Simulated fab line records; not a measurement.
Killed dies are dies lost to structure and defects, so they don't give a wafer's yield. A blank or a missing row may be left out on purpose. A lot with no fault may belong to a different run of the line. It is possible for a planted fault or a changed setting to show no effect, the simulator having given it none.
Matching of chambers ; flow n5_finfet ; cmp-01 running N5_GATE_CUT_CMP_02: 4 sister chambers
The step polishes, stops on SiO2, t overpolish 12.7 s, target thk 0 nm. 4 wafers are shown with their chamber, then 8 later ones without.

== WAFERS PAIRED WITH THEIR CHAMBERS ==
wafer;chamber;motor_current_A (A)
L086.5;3;10.1
L090.2;0;10.7
L090.3;2;9.3
L094.1;1;7.9

== WAFERS WHOSE CHAMBER IS MISSING ==
wafer;motor_current_A (A)
L094.3;9.7
L094.4;10.0
L095.2;11.4
L095.4;8.5
L095.5;7.8
L096.1;8.7
L096.3;10.9
L096.6;9.7

== CHAMBER TAKEN BY EACH ==
wafer;from the rows above;in truth
L094.3;can't be placed: 2 or 3 or 0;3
L094.4;can't be placed: 3 or 0 or 2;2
L095.2;can't be placed: 0 or 3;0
L095.4;can't be placed: 1 or 2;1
L095.5;1;1
L096.1;can't be placed: 2 or 1 or 3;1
L096.3;can't be placed: 0 or 3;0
L096.6;can't be placed: 2 or 3 or 0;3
Placed correctly: 1 of 8. Cannot be placed on the basis of these rows: 7; the candidates contain the true chamber in 7. Number placed wrongly: 0.
How it was worked out, from the rows above alone: a wafer's distance from a chamber is the root of the sum, over the readings, of the square of ((its reading less the chamber's mean) divided by the reading's scatter). The wafer belongs to the nearest chamber; if the next one is less than 2 further off, it can't be placed. A chamber's mean is the mean of its shown wafers. The scatter: with one shown wafer a chamber, the root of the mean of the squares of how far each hidden wafer lies from its nearest shown one.
